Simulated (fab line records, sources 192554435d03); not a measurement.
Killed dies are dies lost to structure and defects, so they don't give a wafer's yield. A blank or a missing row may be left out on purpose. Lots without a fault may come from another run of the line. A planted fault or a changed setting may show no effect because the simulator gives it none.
Which tool did it? | flow n5_finfet | 9 lots, 27 wafers sampled, at 2 steps of a route of 1938

WHAT THE GAUGES READ, wafer by wafer
N5_BEOL_M4_RS_MEAS_58: measures by four-point-probe.
lot  | measured     | on            | M4_RS (ohm/sq)
L821 | day 11 01:37 | film_metro-02 | 0.627 0.633 0.656
L819 | day 11 02:11 | film_metro-02 | 0.671 0.651 0.667
L823 | day 11 16:57 | film_metro-02 | 0.666 0.665 0.657
L830 | day 13 02:25 | film_metro-01 | 0.659 0.683 0.652
L833 | day 14 08:14 | film_metro-01 | 0.670 0.654 0.675
L835 | day 14 11:41 | film_metro-01 | 0.768 0.728 0.718
L836 | day 14 12:06 | film_metro-01 | 0.713 0.689 0.695
L834 | day 14 13:38 | film_metro-01 | 0.706 0.704 0.696
L837 | day 16 04:29 | film_metro-01 | 0.663 0.714 0.698

N5_BEOL_M4_RC_MEAS_101.
lot  | measured     | on        | DIBL_N (mV/V)  | DIBL_P (mV/V)  | IOFF_N (nA/um)    | IOFF_P (nA/um)    | ION_N (uA/um) | ION_P (uA/um) | SS_N (mV/dec)  | SS_P (mV/dec)  | VT_N (mV)         | VT_P (mV)
L821 | day 11 01:40 | prober-02 | 36.6 37.0 36.9 | 38.9 39.9 39.0 | 0.186 0.209 0.191 | 0.239 0.253 0.232 | 683 693 682   | 467 470 470   | 71.1 71.8 71.4 | 74.4 73.7 73.8 | 248.0 244.0 246.5 | -248 -245 -248
L819 | day 11 02:35 | prober-02 | 35.9 38.2 34.9 | 36.2 38.8 34.9 | 0.143 0.187 0.126 | 0.197 0.249 0.177 | 676 691 664   | 470 468 458   | 71.2 71.9 71.0 | 73.5 74.2 73.4 | 251.3 247.9 253.5 | -252 -249 -254
L823 | day 11 17:19 | prober-01 | 35.5 35.6 34.5 | 36.4 35.9 34.3 | 0.156 0.150 0.128 | 0.206 0.193 0.184 | 684 678 677   | 467 459 465   | 71.7 71.8 71.5 | 72.9 73.1 73.3 | 251.6 252.3 252.6 | -251 -254 -252
L830 | day 13 02:37 | prober-01 | 36.6 36.0 37.1 | 36.6 36.7 37.6 | 0.161 0.152 0.177 | 0.226 0.232 0.246 | 682 670 686   | 467 466 471   | 71.9 71.6 71.3 | 73.1 73.4 72.5 | 251.7 251.2 247.3 | -247 -251 -246
L833 | day 14 08:17 | prober-02 | 35.0 35.2 36.1 | 36.7 35.8 37.5 | 0.145 0.135 0.160 | 0.218 0.209 0.250 | 684 681 686   | 475 474 481   | 71.1 71.5 71.6 | 73.9 73.2 73.1 | 249.7 251.7 249.6 | -248 -251 -246
L835 | day 14 11:44 | prober-01 | 36.2 35.3 34.6 | 38.9 38.1 36.3 | 0.194 0.165 0.152 | 0.254 0.232 0.215 | 695 677 678   | 471 464 465   | 72.0 72.7 71.9 | 73.8 72.7 73.0 | 247.0 248.3 251.2 | -246 -248 -247
L836 | day 14 12:09 | prober-02 | 38.8 36.4 38.4 | 39.4 36.0 38.4 | 0.225 0.173 0.204 | 0.302 0.244 0.288 | 700 682 687   | 475 471 479   | 72.1 71.6 71.8 | 74.0 72.6 74.0 | 243.9 246.0 246.0 | -244 -245 -244
L834 | day 14 13:41 | prober-01 | 36.9 35.9 35.0 | 36.6 36.2 35.2 | 0.173 0.165 0.147 | 0.202 0.208 0.184 | 686 693 682   | 460 468 463   | 71.6 71.5 70.8 | 73.0 73.9 72.8 | 248.1 248.6 249.1 | -253 -250 -251
L837 | day 16 04:32 | prober-01 | 38.0 37.1 36.0 | 36.7 35.6 34.9 | 0.167 0.155 0.138 | 0.214 0.203 0.189 | 674 677 672   | 462 465 464   | 72.0 71.5 71.7 | 74.3 72.9 73.1 | 246.7 248.8 250.6 | -249 -250 -249

WHICH TOOL RAN EACH LOT (tool, then ch and the chambers of the sampled wafers, then the start)
The record holds no process step before these readings.

WHAT THE TOOLS THEMSELVES READ (means of the sampled wafers that have a number; where no wafer has one, the mark that the record gives instead)
The record holds no such reading with a usual standard deviation.

THE ANSWER, worked out from the rows above alone
Rule: what is usual is taken from the lots themselves. Put in order of their means at a reading, lots are off if they are a third of the lots or fewer, leave a main group of 4 or more, and stand apart from it by a gap of 3 or more times the standard deviation of the main group's means; of several such gaps the widest counts. A main group whose means are all the same, to the digits that the tables above print for the reading, isn't used. A lot without any number at a reading at which 4 lots or more have one is off too. The other lots that the step has rows for count as sound. The gauges are gone through in route order, then the tools' own readings, and for those a lot's mean is taken as printed above. The first step at which some lot is off is used, and at that step the reading that is off furthest; a lot without a number counts as furthest.
No lot is off at any reading shown: from this, nothing can be told.

WHAT THE SIMULATOR HAD PUT IN
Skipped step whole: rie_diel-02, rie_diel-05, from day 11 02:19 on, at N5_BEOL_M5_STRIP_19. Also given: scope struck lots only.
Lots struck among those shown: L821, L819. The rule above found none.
